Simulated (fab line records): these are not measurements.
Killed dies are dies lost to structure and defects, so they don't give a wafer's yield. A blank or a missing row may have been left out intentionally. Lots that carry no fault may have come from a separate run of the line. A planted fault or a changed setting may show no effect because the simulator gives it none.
Chamber matching	flow n5_finfet	4 sister chambers for N5_PMOS_HMC_CHANNEL_EPI_DESCUM_14 on rie_diel-02
The step chemistry O2, time 7.9 s. 4 wafers are shown with their chamber, then 9 later ones without.

== EACH WAFER AND ITS CHAMBER ==
wafer	chamber	drypump_motor_current_A (A)
L083.1	1	5.9
L083.2	0	6.0
L086.5	3	5.4
L086.6	2	5.7

== WAFERS WITHOUT THEIR CHAMBER ==
wafer	drypump_motor_current_A (A)
L087.1	6.0
L087.3	5.7
L087.5	5.4
L089.3	6.1
L089.4	5.6
L089.6	5.7
L094.2	5.9
L094.5	5.9
L094.6	5.4

== EACH ONE'S CHAMBER ==
wafer	from the rows above	in truth
L087.1	0	0
L087.3	2	2
L087.5	3	3
L089.3	0	0
L089.4	2	2
L089.6	2	2
L094.2	1	1
L094.5	1	1
L094.6	3	3
Placed correctly: 9 of 9. Not placeable from these rows: 0. Placed wrongly: 0.
How it was worked out, from the rows above alone: a wafer's distance from a chamber is the root of the sum, over the readings, of the square of ((its reading less the chamber's mean) divided by the reading's scatter). The wafer belongs to the nearest chamber; if the next one is less than 2 further off, it can't be placed. For every chamber, the mean is computed from those of its wafers that are shown. The scatter: root of mean squared gap, hidden wafer to nearest shown wafer, with one shown wafer a chamber.
